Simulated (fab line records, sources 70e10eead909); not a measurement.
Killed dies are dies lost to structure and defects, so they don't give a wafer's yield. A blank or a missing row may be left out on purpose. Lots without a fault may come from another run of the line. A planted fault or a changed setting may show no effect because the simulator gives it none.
fab line records | flow nand_harc
record lots=24 wafers=72 last_day=33
route steps=1302 shown A_SGD_CUT@919 A_SLIT@924 A_SIN_REMOVE@951 A_WL_FILL@958
lots that met no fault: from a run of the same line without faults
start_h: hours from the record's first day to the start of the lot's first wafer shown | wait_h: hours since the lot's step before | " the same as in the row above | L1.1+2: a row that stands for several wafers | - no value, or no start given | * or withheld: withheld | < > ~ a bound
route shown NAME@n: a module of which the file shows steps, and the number in the route of the first | usual: mean/standard deviation of fault-free wafers | same: alike in all rows | chamber/n: place in a boat | sites: the reading at each site | _std_site: their standard deviation | _edge_site: outer sites' mean less inner sites' | radius_mm: how far each site lies from the wafer's centre | mask NAME#n: copy n | behind: the tool/chamber that last shaped the wafer | hold: why the lot was held/for how many hours/how that ended | device: the transistor (n, p or np) that didn't switch | end of line: the same wafers' tests at the end of the route | a step without rows: its recipe alone | killed: dies lost to structure and defects at the first sort, not the wafer's yield | map: a wafer's dies, x killed, . not, _ none there
set.NAME: the setting as run; set.NAME@STEP: as run at that earlier step | model.NAME: the simulator's own value behind a step, which no gauge read
steps of the route over a sample of lots; a table a step, a row a wafer
services: from which hour (start_h, from the record's first day; less than 0 if before it) a tool's chamber was out of use, for how many hours, and why
## steps
# step NHARC_A_SGD_CUT_ETCHBACK_24
# recipe target_depth_a=500 over_etch_frac=0.3 time_s=92.857 ion_energy_ev=120 ch3f_flow_sccm=50 o2_flow_sccm=30 ar_flow_sccm=200 rf_w=500 bias_w=100 chemistry=CH3F/O2
# usual drypump_motor_current_A=5.6/0.42 o2_flow_sccm=30.01/0.096 oes_product_au=0.96/0.037 rf_vpp_V=244.1/1.6 showerhead_plenum_p_Torr=2.43/0.1 throttle_valve_pct=20.662/0.0096
# columns lot.wafer tool chamber start_h wait_h drypump_motor_current_A o2_flow_sccm oes_product_au rf_hours_counter_h rf_vpp_V showerhead_plenum_p_Torr throttle_valve_pct
L075.3 rie_diel-07 3 452.25 0.2 6.1 30.15 0.93 14 242.7 2.36 20.666
L075.2 " 0 " " 5.5 30.09 0.93 13 241.4 2.33 20.678
L075.6 " 1 " " 6.0 30.07 0.93 - 247.0 2.59 20.651
L074.3 rie_diel-07 0 457.58 0.2 5.5 30.14 1.00 13 243.2 2.33 20.670
L074.5 " 3 " " 6.1 29.99 1.01 - 243.3 2.36 20.655
L074.6 " 0 " " 5.5 30.07 1.01 - 243.2 2.33 20.655
L076.1 rie_diel-07 1 463.25 0.2 6.1 30.06 1.00 15 245.6 2.59 20.671
L076.4 " 2 " " 6.3 30.08 1.01 14 244.9 2.46 20.647
L076.6 " 0 " " 5.6 29.95 1.00 - 245.0 2.33 20.667
L077.3 rie_diel-05 0 463.30 0.1 5.9 30.05 1.01 3 244.5 2.44 20.651
L077.1 " 1 " " 5.3 29.95 0.99 3 243.6 2.30 20.662
L077.6 " 0 " " 5.9 30.14 1.00 - 242.9 2.44 20.672
L078.4 rie_diel-01 0 484.66 0.2 5.0 29.94 0.93 5 246.4 2.53 20.644
L078.3 " 1 " " 5.6 29.88 0.91 5 243.0 2.46 20.677
L078.5 " 3 " " 5.3 30.10 0.92 - 241.9 2.29 20.654
L079.3 rie_diel-01 0 509.81 0.1 5.0 29.98 0.99 5 244.2 2.53 20.669
L079.4 " 2 " " 6.2 29.98 1.00 7 245.6 2.52 20.684
L079.6 " 1 " " 5.6 30.01 0.99 - 244.5 2.46 20.661
L080.1 rie_diel-05 0 509.96 0.1 5.9 30.10 0.92 6 244.5 2.44 20.659
L080.2 " 1 " " 5.3 30.17 0.91 6 241.2 2.30 20.667
L080.3 " 3 " " 5.4 30.16 0.91 5 245.1 2.57 20.655
L081.2 rie_diel-07 3 523.22 0.2 6.1 30.08 0.94 2 240.7 2.36 20.667
L081.3 " 0 " " 5.5 30.01 0.93 2 243.1 2.33 20.655
L081.6 " 2 " " 6.4 30.14 0.92 - 245.1 2.46 20.668
L083.3 rie_diel-01 2 540.06 0.1 6.2 29.94 0.98 8 247.4 2.52 20.671
L083.1 " 3 " " 5.3 29.93 0.96 8 243.7 2.29 20.649
L083.2 " 0 " " 5.0 30.05 0.98 7 246.3 2.53 20.671
L082.3 rie_diel-05 3 540.07 0.1 5.4 29.91 0.92 8 246.3 2.56 20.672
L082.2 " 0 " " 5.9 30.03 0.90 9 243.3 2.43 20.659
L082.4 " 1 " " 5.2 29.89 0.91 - 240.4 2.30 20.671
L085.4 rie_diel-05 1 554.32 0.1 5.2 29.97 0.99 9 240.2 2.30 20.654
L085.3 " 3 " " 5.4 30.00 1.00 8 245.7 2.56 20.660
L085.1 " 0 " " 5.9 29.94 1.00 10 243.7 2.43 20.669
L084.2 rie_diel-01 3 554.35 0.2 5.3 29.98 0.99 9 241.4 2.29 20.655
L084.1 " 0 " " 5.0 29.89 0.99 7 245.3 2.53 20.659
L084.5 " 2 " " 6.2 29.98 1.01 - 244.9 2.52 20.655
L086.3 rie_diel-05 0 559.31 0.1 5.9 29.83 0.93 10 243.9 2.43 20.667
L086.2 " 2 " " 5.0 29.99 1.00 7 244.2 2.42 20.672
L086.5 " 0 " " 5.9 29.97 0.92 - 244.4 2.43 20.663
L087.4 rie_diel-07 2 559.33 0.1 6.3 29.89 0.93 5 244.1 2.46 20.677
L087.2 " 0 " " 5.5 30.05 0.94 6 243.6 2.33 20.652
L087.5 " 1 " " 6.1 29.92 0.93 - 245.2 2.59 20.669
L089.2 rie_diel-01 0 587.67 0.1 5.0 30.17 0.92 2 246.2 2.53 20.667
L089.5 " 3 " " 5.3 29.99 0.92 - 242.2 2.29 20.674
L089.6 " 0 " " 5.0 30.16 0.92 - 245.5 2.53 20.644
L088.1 rie_diel-07 1 587.68 0.2 6.1 29.86 1.00 8 246.5 2.59 20.658
L088.2 " 2 " " 6.3 30.08 1.00 8 243.6 2.46 20.668
L088.6 " 0 " " 5.6 30.10 1.00 - 243.8 2.33 20.665
L091.1 rie_diel-01 2 620.02 0.2 6.2 30.05 0.94 3 245.6 2.52 20.668
L091.5 " 0 " " 5.0 30.02 0.92 - 245.0 2.53 20.659
L091.6 " 1 " " 5.7 29.90 0.93 - 244.2 2.46 20.659
L090.2 rie_diel-05 3 620.04 0.2 5.4 30.12 0.98 1 245.5 2.56 20.672
L090.6 " 1 " " 5.3 30.01 0.97 - 242.1 2.30 20.670
L090.5 " 3 " " 5.5 30.08 0.97 - 245.5 2.56 20.666
L092.4 rie_diel-01 0 638.77 0.1 5.0 29.89 0.99 4 245.7 2.53 20.648
L092.3 " 2 " " 6.2 29.86 0.99 4 246.5 2.52 20.667
L092.2 " 3 " " 5.3 29.87 0.99 4 240.2 2.28 20.674
L094.2 rie_diel-05 1 638.80 0.2 5.3 30.02 0.99 4 244.0 2.30 20.657
L094.3 " 2 " " 5.0 30.10 0.97 2 244.4 2.42 20.671
L094.6 " 0 " " 5.9 30.11 1.01 - 243.8 2.43 20.664
L093.1 rie_diel-07 2 638.86 0.2 6.3 29.96 0.99 11 245.2 2.45 20.654
L093.4 " 2 " " 6.3 30.00 0.98 - 244.2 2.45 20.652
L093.6 " 3 " " 6.1 29.93 1.01 - 242.8 2.36 20.634
L095.1 rie_diel-05 0 663.29 0.1 5.9 29.94 0.93 6 242.7 2.43 20.676
L095.4 " 2 " " 5.0 30.01 0.91 4 245.6 2.42 20.653
L095.2 " 3 " " 5.4 30.11 0.92 6 246.8 2.56 20.656
L096.1 rie_diel-07 1 663.31 0.2 6.1 30.11 1.00 0 246.9 2.59 20.648
L096.2 " 3 " " 6.1 29.90 1.03 0 242.8 2.36 20.640
L096.6 " 0 " " 5.6 29.97 1.01 - 242.5 2.33 20.665
L097.1 rie_diel-05 3 670.63 0.2 5.4 30.18 0.98 7 244.8 2.56 20.660
L097.2 " 0 " " 5.9 30.05 0.97 7 244.7 2.43 20.674
L097.5 " 3 " " 5.4 29.97 0.98 - 246.9 2.56 20.661
# step NHARC_A_SLIT_DEP_23
# recipe target_thk_a=1000 target_thk_nm=100 temp_c=400 pressure_torr=3.5 flow_sccm=200 rf_w=350 material=SiON
# usual heater_power_w=720/100
# columns lot.wafer tool chamber start_h wait_h heater_power_w
L075.2 pecvd-02 1 460.45 2.6 713
L075.3 " 2 " " 948
L075.6 " 1 " " 725
L074.3 pecvd-02 0 464.20 1.9 592
L074.6 " 2 " " 823
L074.5 " 1 " " 750
L076.1 pecvd-01 0 469.83 3.2 671
L076.6 " 1 " " 749
L076.4 " 2 " " 849
L077.3 pecvd-02 0 472.65 1.9 568
L077.1 " 1 " " 801
L077.6 " 2 " " 857
L078.3 pecvd-02 1 491.82 2.0 840
L078.5 " 2 " " 898
L078.4 " 0 " " 576
L079.3 pecvd-04 2 514.23 1.9 723
L079.4 " 2 " " 748
L079.6 " 0 " " 683
L080.2 pecvd-02 1 514.99 2.5 841
L080.3 " 2 " " 773
L080.1 " 0 " " 588
L081.2 pecvd-02 0 527.60 2.5 584
L081.3 " 1 " " 806
L081.6 " 1 " " 817
L083.2 pecvd-04 0 544.47 2.5 593
L083.3 " 1 " " 690
L083.1 " 2 " " 674
L082.3 pecvd-01 1 544.55 1.9 769
L082.2 " 2 " " 816
L082.4 " 2 " " 785
L085.3 pecvd-02 2 558.75 1.9 786
L085.1 " 1 " " 856
L085.4 " 2 " " 803
L084.1 pecvd-04 0 558.85 3.2 575
L084.2 " 2 " " 687
L084.5 " 2 " " 694
L087.2 pecvd-02 1 570.47 2.6 777
L087.5 " 0 " " 575
L087.4 " 1 " " 790
L086.3 pecvd-01 0 573.70 1.9 747
L086.2 " 1 " " 650
L086.5 " 1 " " 649
L088.1 pecvd-01 0 593.88 3.2 734
L088.2 " 1 " " 795
L088.6 " 2 " " 793
L089.2 pecvd-04 2 594.72 2.6 695
L089.5 " 0 " " 640
L089.6 " 2 " " 681
L091.1 pecvd-04 0 624.57 3.2 575
L091.6 " 0 " " 616
L091.5 " 1 " " 696
L090.2 pecvd-02 2 625.11 2.5 863
L090.6 " 2 " " 870
L090.5 " 0 " " 567
L092.3 pecvd-01 1 643.39 1.9 680
L092.2 " 2 " " 797
L092.4 " 2 " " 784
L094.3 pecvd-04 0 645.43 1.9 701
L094.2 " 2 " " 754
L094.6 " 0 " " 702
L093.1 pecvd-02 0 646.43 3.2 520
L093.4 " 0 " " 515
L093.6 " 1 " " 670
L096.2 pecvd-02 0 671.78 2.5 503
L096.1 " 2 " " 779
L096.6 " 2 " " 796
L095.1 pecvd-01 1 673.16 3.1 748
L095.2 " 2 " " 805
L095.4 " 1 " " 756
L097.2 pecvd-04 0 680.88 2.6 661
L097.1 " 1 " " 623
L097.5 " 2 " " 663
# step NHARC_A_SLIT_DESCUM_14
# recipe time_s=3 o2_flow_sccm=200 ar_flow_sccm=0 bias_power_w=0 chemistry=O2
# usual drypump_motor_current_A=5.6/0.48 o2_flow_sccm=200.0/0.57 oes_product_au=0.998/0.0097 rf_vpp_V=57.7/0.85 showerhead_plenum_p_Torr=1.91/0.091 throttle_valve_pct=11.310/0.0093
# columns lot.wafer tool chamber start_h wait_h drypump_motor_current_A o2_flow_sccm oes_product_au rf_hours_counter_h rf_vpp_V showerhead_plenum_p_Torr throttle_valve_pct
L075.3 rie_diel-04 1 461.40 0.1 5.5 198.9 1.001 2.6 56.5 1.79 11.307
L075.2 " 3 " " 5.2 200.0 0.988 5.1 57.9 2.06 11.307
L075.6 " 2 " " 5.8 200.9 0.986 - 57.2 1.79 11.315
L074.3 rie_diel-12 3 465.04 0.1 6.1 200.3 0.994 1.0 59.0 1.88 11.307
L074.5 " 3 " " 6.1 200.1 0.999 - 59.0 1.88 11.314
L074.6 " 0 " " 5.6 199.7 0.988 - 57.7 2.04 11.336
L076.1 rie_diel-12 1 470.58 0.1 6.1 200.3 1.017 1.7 58.1 1.83 11.317
L076.4 " 2 " " 4.7 200.1 0.996 1.4 58.2 1.98 11.312
L076.6 " 0 " " 5.6 200.3 0.979 - 58.5 2.04 11.296
L077.1 rie_diel-12 2 473.53 0.1 4.7 199.5 0.996 2.5 57.0 1.98 11.309
L077.3 " 3 " " 6.1 199.1 0.998 2.0 57.1 1.87 11.320
L077.6 " 0 " " 5.7 199.6 0.990 - 57.1 2.04 11.325
L078.4 rie_diel-11 2 492.51 0.1 6.1 200.4 0.995 1.7 58.4 1.96 11.304
L078.3 " 3 " " 5.8 199.2 0.997 2.3 58.4 1.85 11.316
L078.5 " 1 " " 5.3 199.2 1.011 - 58.2 1.82 11.299
L079.4 rie_diel-12 1 515.12 0.1 6.2 200.0 1.006 5.3 58.0 1.83 11.321
L079.3 " 2 " " 4.7 199.9 1.001 5.0 57.8 1.98 11.300
L079.6 " 0 " " 5.7 200.5 0.986 - 58.5 2.04 11.319
L080.3 rie_diel-04 0 515.72 0.1 5.2 198.8 1.017 6.2 58.2 1.95 11.311
L080.2 " 1 " " 5.5 199.6 0.992 4.6 55.8 1.79 11.301
L080.1 " 3 " " 5.2 199.6 0.986 6.6 58.9 2.06 11.299
L081.3 rie_diel-12 0 528.33 0.1 5.7 200.2 0.979 6.3 58.4 2.04 11.309
L081.2 " 3 " " 6.1 200.1 1.000 6.2 56.5 1.87 11.306
L081.6 " 0 " " 5.7 199.9 0.996 - 58.2 2.04 11.326
L083.1 rie_diel-04 3 545.35 0.1 5.2 200.4 0.996 0.0 57.7 2.06 11.308
L083.2 " 0 " " 5.2 200.1 1.012 0.1 59.0 1.95 11.297
L083.3 " 1 " " 5.6 199.5 0.993 0.1 58.7 1.79 11.315
L082.4 rie_diel-12 1 545.51 0.1 6.1 200.4 1.012 7.6 57.8 1.83 11.311
L082.3 " 2 " " 4.7 200.5 0.988 8.0 57.7 1.98 11.293
L082.2 " 3 " " 6.1 200.0 0.993 7.4 57.8 1.87 11.301
L085.3 rie_diel-12 1 559.62 0.1 6.2 199.5 1.008 8.4 58.0 1.83 11.309
L085.1 " 3 " " 6.1 199.6 1.003 8.6 58.0 1.87 11.306
L085.4 " 0 " " 5.7 199.3 0.998 7.8 59.0 2.04 11.306
L084.1 rie_diel-11 3 559.77 0.1 5.8 199.5 1.003 5.5 55.5 1.85 11.306
L084.2 " 1 " " 5.3 200.5 1.011 5.9 57.1 1.82 11.306
L084.5 " 3 " " 5.8 200.2 0.996 - 58.6 1.85 11.314
L087.4 rie_diel-11 0 571.28 0.1 4.7 199.9 0.991 7.0 57.0 1.97 11.317
L087.2 " 3 " " 5.8 201.4 1.002 6.8 58.1 1.85 11.302
L087.5 " 1 " " 5.3 200.1 1.022 - 58.2 1.82 11.293
L086.3 rie_diel-11 2 574.57 0.1 6.1 200.3 0.989 6.5 59.2 1.96 11.329
L086.2 " 1 " " 5.3 200.0 1.006 7.0 56.4 1.82 11.311
L086.5 " 3 " " 5.8 198.9 1.008 - 57.1 1.85 11.310
L088.1 rie_diel-04 1 594.75 0.1 5.5 200.3 0.993 1.8 56.2 1.79 11.301
L088.2 " 3 " " 5.2 199.7 0.984 2.3 58.8 2.06 11.312
L088.6 " 1 " " 5.6 199.6 0.985 - 57.3 1.79 11.315
L089.2 rie_diel-12 0 595.53 0.1 5.6 199.5 0.987 9.5 57.9 2.04 11.320
L089.6 " 3 " " 6.1 200.1 0.994 - 58.3 1.87 11.309
L089.5 " 0 " " 5.7 200.3 0.989 - 58.2 2.04 11.309
L091.1 rie_diel-04 3 625.42 0.1 5.2 199.6 0.982 3.8 58.1 2.06 11.318
L091.5 " 3 " " 5.2 199.6 0.995 - 56.6 2.06 11.315
L091.6 " 0 " " 5.2 200.4 1.003 - 56.4 1.94 11.322
L090.2 rie_diel-11 0 625.99 0.1 4.7 199.7 1.002 0.4 57.0 1.97 11.323
L090.6 " 2 " " 6.1 199.7 1.005 - 59.1 1.96 11.313
L090.5 " 3 " " 5.8 199.3 1.004 - 57.3 1.85 11.296
L092.4 rie_diel-04 1 644.26 0.1 5.5 200.5 1.020 3.8 56.4 1.79 11.315
L092.2 " 2 " " 5.8 199.7 1.006 4.1 57.1 1.78 11.309
L092.3 " 3 " " 5.2 200.6 0.971 5.1 58.5 2.06 11.320
L094.3 rie_diel-11 0 646.29 0.1 4.7 199.2 1.005 1.6 57.9 1.97 11.315
L094.2 " 1 " " 5.3 199.3 0.998 1.5 56.8 1.82 11.312
L094.6 " 1 " " 5.3 200.4 1.016 - 57.4 1.82 11.326
L093.1 rie_diel-12 2 647.15 0.1 4.7 200.1 1.002 0.5 57.9 1.98 11.297
L093.4 " 0 " " 5.7 200.2 0.999 0.5 57.0 2.04 11.304
L093.6 " 1 " " 6.2 200.6 0.994 - 57.7 1.83 11.302
L096.2 rie_diel-12 0 672.62 0.1 5.7 200.2 1.004 1.5 59.4 2.04 11.319
L096.1 " 2 " " 4.7 200.0 0.998 2.0 59.4 1.98 11.307
L096.6 " 0 " " 5.6 200.3 0.993 - 57.6 2.04 11.312
L095.1 rie_diel-04 1 674.05 0.1 5.5 201.3 0.989 5.2 56.6 1.79 11.310
L095.2 " 2 " " 5.9 200.2 1.014 5.0 57.1 1.78 11.296
L095.4 " 3 " " 5.2 200.3 0.990 6.9 58.2 2.06 11.310
L097.2 rie_diel-12 1 681.61 0.1 6.1 200.6 0.997 2.1 58.7 1.83 11.303
L097.1 " 2 " " 4.7 200.5 1.006 2.5 58.5 1.98 11.315
L097.5 " 3 " " 6.1 200.1 0.996 - 58.2 1.87 11.328
# step NHARC_A_SIN_REMOVE_INSPECT_04
# usual raw_defect_count=371/74
# columns lot.wafer tool chamber start_h wait_h raw_defect_count
L075.2 defect_inspect-02 - 474.19 0.0 496
L075.3 " - " " 470
L075.6 " - " " 425
L074.3 defect_inspect-01 - 482.10 0.0 295
L074.5 " - " " 291
L074.6 " - " " 293
L076.1 defect_inspect-01 - 485.89 0.0 475
L076.4 " - " " 422
L076.6 " - " " 527
L077.1 defect_inspect-02 - 485.90 0.0 265
L077.3 " - " " 333
L077.6 " - " " 342
L078.3 defect_inspect-02 - 505.52 0.0 360
L078.4 " - " " 420
L078.5 " - " " 469
L079.3 defect_inspect-02 - 528.05 0.0 304
L079.4 " - " " 330
L079.6 " - " " 355
L080.1 defect_inspect-02 - 531.86 0.0 229
L080.2 " - " " 264
L080.3 " - " " 291
L081.2 defect_inspect-02 - 541.26 0.0 346
L081.3 " - " " 292
L081.6 " - " " 350
L083.1 defect_inspect-02 - 558.21 0.0 406
L083.2 " - " " 453
L083.3 " - " " 489
L082.2 defect_inspect-01 - 561.95 0.0 439
L082.3 " - " " 515
L082.4 " - " " 391
L085.1 defect_inspect-01 - 572.49 0.0 296
L085.3 " - " " 244
L085.4 " - " " 409
L084.1 defect_inspect-02 - 575.95 0.0 414
L084.2 " - " " 333
L084.5 " - " " 368
L087.2 defect_inspect-02 - 584.16 0.0 408
L087.4 " - " " 366
L087.5 " - " " 561
L086.2 defect_inspect-02 - 588.09 0.0 322
L086.3 " - " " 469
L086.5 " - " " 315
L088.1 defect_inspect-01 - 607.78 0.0 407
L088.2 " - " " 345
L088.6 " - " " 304
L089.2 defect_inspect-02 - 609.84 0.0 439
L089.5 " - " " 396
L089.6 " - " " 390
L091.1 defect_inspect-02 - 638.77 0.0 332
L091.5 " - " " 278
L091.6 " - " " 303
L090.2 defect_inspect-01 - 641.58 0.0 324
L090.5 " - " " 392
L090.6 " - " " 381
L092.2 defect_inspect-01 - 657.23 0.0 337
L092.3 " - " " 326
L092.4 " - " " 252
L094.2 defect_inspect-02 - 659.13 0.0 484
L094.3 " - " " 496
L094.6 " - " " 440
L093.1 defect_inspect-02 - 661.97 0.1 338
L093.4 " - " " 313
L093.6 " - " " 310
L096.1 defect_inspect-01 - 686.02 0.0 377
L096.2 " - " " 347
L096.6 " - " " 361
L095.1 defect_inspect-02 - 686.03 0.0 501
L095.2 " - " " 387
L095.4 " - " " 363
L097.1 defect_inspect-01 - 694.50 0.0 489
L097.2 " - " " 349
L097.5 " - " " 484
# step NHARC_A_WL_FILL_ETCHBACK_05
# recipe target_depth_a=220 time_s=60 temp_c=40 chemistry=Cl2/BCl3
# usual drypump_motor_current_A=5.67/0.19 oes_product_au=1.001/0.0091
# columns lot.wafer tool chamber start_h wait_h drypump_motor_current_A oes_product_au rf_hours_counter_h
L075.2 rie_metal-01 0 475.79 0.2 5.67 0.996 0.4
L075.3 " 0 " " 5.67 1.007 -
L075.6 " 0 " " 5.68 1.004 -
L074.3 rie_metal-01 1 485.96 0.2 5.50 0.995 -
L074.5 " 1 " " 5.49 1.004 -
L074.6 " 0 " " 5.68 0.989 -
L076.1 rie_metal-01 1 487.56 0.2 5.51 0.991 1.9
L076.4 " 1 " " 5.51 0.997 -
L076.6 " 0 " " 5.61 0.995 -
L077.1 rie_metal-03 0 487.67 0.2 5.90 0.992 2.1
L077.3 " 1 " " 5.73 1.005 -
L077.6 " 1 " " 5.73 1.009 -
L078.4 rie_metal-01 0 507.14 0.2 5.63 0.995 -
L078.3 " 1 " " 5.52 0.993 -
L078.5 " 0 " " 5.60 1.011 -
L079.4 rie_metal-03 1 529.97 0.1 5.71 1.020 -
L079.3 " 0 " " 5.90 1.004 -
L079.6 " 1 " " 5.73 1.001 -
L080.2 rie_metal-02 1 536.07 0.2 5.91 0.997 1.2
L080.1 " 0 " " 5.35 1.016 1.2
L080.3 " 0 " " 5.35 1.012 -
L081.2 rie_metal-03 0 542.86 0.2 5.92 1.004 0.4
L081.3 " 1 " " 5.74 1.016 -
L081.6 " 0 " " 5.93 1.002 -
L083.2 rie_metal-03 0 559.89 0.2 5.92 1.006 0.6
L083.1 " 1 " " 5.72 1.004 0.6
L083.3 " 0 " " 5.93 1.004 -
L082.2 rie_metal-01 1 563.58 0.2 5.51 1.010 3.0
L082.4 " 1 " " 5.53 1.004 -
L082.3 " 0 " " 5.65 1.002 -
L085.1 rie_metal-01 0 574.13 0.2 5.72 0.991 2.4
L085.4 " 1 " " 5.49 1.010 -
L085.3 " 0 " " 5.63 0.998 -
L084.1 rie_metal-02 0 577.56 0.2 5.35 1.014 2.0
L084.2 " 1 " " 5.90 1.001 2.0
L084.5 " 1 " " 5.89 0.989 -
L087.2 rie_metal-03 1 585.77 0.2 5.73 0.985 1.4
L087.4 " 1 " " 5.71 0.992 -
L087.5 " 1 " " 5.73 1.004 -
L086.2 rie_metal-01 1 589.80 0.2 5.53 0.994 0.1
L086.3 " 0 " " 5.69 0.981 -
L086.5 " 0 " " 5.63 0.985 -
L088.1 rie_metal-02 0 609.45 0.2 5.36 1.015 2.3
L088.2 " 1 " " 5.92 0.995 2.3
L088.6 " 1 " " 5.92 0.995 -
L089.2 rie_metal-03 1 611.50 0.2 5.72 0.996 1.8
L089.5 " 1 " " 5.67 0.996 -
L089.6 " 0 " " 5.90 1.005 -
L091.1 rie_metal-02 1 640.45 0.2 5.91 1.008 0.1
L091.5 " 0 " " 5.36 1.012 -
L091.6 " 1 " " 5.89 1.014 -
L090.2 rie_metal-01 1 643.20 0.2 5.52 1.011 0.9
L090.5 " 1 " " 5.50 1.019 -
L090.6 " 0 " " 5.64 0.983 -
L092.2 rie_metal-02 1 659.18 0.2 5.87 0.995 0.4
L092.3 " 0 " " 5.39 1.015 -
L092.4 " 1 " " 5.86 1.004 -
L094.2 rie_metal-03 0 661.03 0.3 5.93 0.998 -
L094.3 " 0 " " 5.93 1.003 -
L094.6 " 0 " " 5.92 1.004 -
L093.1 rie_metal-01 0 663.86 0.2 5.61 0.997 1.4
L093.4 " 1 " " 5.53 1.008 -
L093.6 " 0 " " 5.67 0.994 -
L095.1 rie_metal-01 0 687.63 0.2 5.63 0.989 1.8
L095.2 " 1 " " 5.50 1.006 1.8
L095.4 " 1 " " 5.52 1.001 -
L096.2 rie_metal-02 1 687.68 0.2 5.91 1.004 1.0
L096.1 " 0 " " 5.35 1.001 1.0
L096.6 " 0 " " 5.39 1.004 -
L097.1 rie_metal-01 0 696.96 0.2 5.65 0.985 2.1
L097.2 " 1 " " 5.51 1.009 2.1
L097.5 " 0 " " 5.71 0.995 -
# step NHARC_A_WL_FILL_ETCHBACK_16
# recipe target_depth_a=1200 time_s=24 c4f8_flow_sccm=withheld o2_flow_sccm=8 ar_flow_sccm=withheld rf_w=600 bias_w=800 chemistry=C4F8/O2/Ar
# usual oes_product_au=0.977/0.028 rf_vpp_V=723/4.7
# columns lot.wafer tool chamber start_h wait_h oes_product_au rf_hours_counter_h rf_vpp_V
L075.2 rie_diel-03 3 - - 0.992 1.0 719
L075.3 " 1 " " 0.982 0.2 717
L075.6 " 3 " " 0.992 - 719
L076.4 rie_diel-09 2 - - 0.930 4.4 730
L076.1 " 3 " " 0.913 4.6 726
L076.6 " 2 " " 0.930 - 727
L077.3 rie_diel-03 1 - - 0.955 0.4 716
L077.1 " 2 " " 0.957 1.3 716
L077.6 " 1 " " 0.951 - 716
L074.3 rie_diel-06 2 - - 0.993 0.1 730
L074.6 " 3 " " 1.010 - 718
L074.5 " 0 " " 1.005 - 715
L078.4 rie_diel-09 0 - - 0.997 0.1 723
L078.3 " 2 " " 0.999 0.1 729
L078.5 " 3 " " 1.001 - 726
L079.4 rie_diel-09 2 - - 0.977 0.3 729
L079.3 " 0 " " 0.971 0.2 723
L079.6 " 2 " " 0.975 - 729
L080.1 rie_diel-09 0 - - 0.992 0.8 724
L080.2 " 1 " " 1.004 1.0 725
L080.3 " 2 " " 0.988 0.9 730
L081.2 rie_diel-03 0 - - 0.972 3.3 722
L081.3 " 3 " " 1.005 3.7 721
L081.6 " 1 " " 0.984 - 717
L083.1 rie_diel-09 0 - - 0.997 1.4 723
L083.3 " 1 " " 1.005 1.5 725
L083.2 " 2 " " 0.987 1.5 729
L082.4 rie_diel-09 1 - - 1.000 1.6 726
L082.3 " 2 " " 0.979 1.5 729
L082.2 " 3 " " 0.992 1.4 727
L085.3 rie_diel-09 1 - - 0.989 2.2 725
L085.4 " 2 " " 0.960 1.9 727
L085.1 " 0 " " 0.998 2.0 725
L084.2 rie_diel-06 1 - - 0.994 2.9 723
L084.1 " 0 " " 0.989 2.8 716
L084.5 " 2 " " 0.991 - 731
L087.2 rie_diel-06 0 - - 0.958 2.9 717
L087.4 " 1 " " 0.961 3.0 723
L087.5 " 3 " " 0.983 - 719
L086.2 rie_diel-09 1 - - 1.001 2.8 726
L086.3 " 2 " " 0.979 2.5 729
L086.5 " 1 " " 1.000 - 726
L089.2 rie_diel-06 1 - - 0.944 3.8 723
L089.6 " 0 " " 0.963 - 716
L089.5 " 1 " " 0.940 - 722
L088.2 rie_diel-09 2 - - 0.997 2.9 730
L088.1 " 3 " " 0.999 2.7 727
L088.6 " 1 " " 1.020 - 726
L090.2 rie_diel-03 0 - - 0.982 0 722
L090.6 " 1 " " 0.999 - 716
L090.5 " 2 " " 0.994 - 716
L091.1 rie_diel-06 3 - - 0.933 5.6 718
L091.6 " 3 " " 0.929 - 718
L091.5 " 0 " " 0.920 - 717
L094.2 rie_diel-09 2 - - 0.928 5.0 728
L094.3 " 1 " " 0.919 5.1 726
L094.6 " 3 " " 0.942 - 727
L092.3 rie_diel-09 0 - - 0.930 4.0 726
L092.4 " 2 " " 0.919 5.0 730
L092.2 " 3 " " 0.931 4.6 729
L093.1 rie_diel-03 3 - - 0.983 1.4 722
L093.6 " 1 " " 0.980 - 716
L093.4 " 3 " " 0.979 - 721
L096.1 rie_diel-09 1 - - 1.002 0.5 727
L096.2 " 0 " " 0.994 0.3 724
L096.6 " 3 " " 0.994 - 726
L095.4 rie_diel-06 3 - - 0.966 0.6 717
L095.2 " 1 " " 0.965 0.6 723
L095.1 " 2 " " 0.984 0.7 729
L097.2 rie_diel-06 1 - - 0.991 1.1 723
L097.1 " 3 " " 0.998 1.0 717
L097.5 " 1 " " 0.984 - 723
## services
# columns tool chamber start_h hours kind
rie_diel-12 - 445.52 9.0 pm
rie_diel-05 2 454.87 4.3 repair
rie_diel-05 3 456.61 14.6 repair
pecvd-02 1 461.45 2.0 repair
rie_diel-05 1 468.84 8.2 repair
rie_diel-09 2 488.16 1.6 repair
rie_diel-09 - 497.10 9.0 pm
rie_diel-05 2 504.97 49.2 repair
rie_diel-12 0 568.70 16.6 repair
rie_diel-12 1 570.43 6.3 repair
rie_metal-01 - 579.67 9.0 pm
rie_diel-05 - 583.64 9.0 pm
pecvd-02 - 589.14 13.0 pm
rie_diel-09 0 591.29 15.7 repair
rie_metal-01 - 614.14 1.5 repair
rie_diel-05 2 618.01 15.0 repair
rie_diel-12 0 619.64 9.3 repair
rie_diel-12 - 622.52 9.0 pm
rie_diel-12 - 640.02 0.8 repair
pecvd-02 1 656.52 32.0 repair
rie_diel-09 - 674.10 9.0 pm
rie_diel-05 2 682.03 5.5 repair
rie_diel-09 2 687.02 6.7 repair
rie_diel-09 2 696.62 8.0 repair
## key
fault none
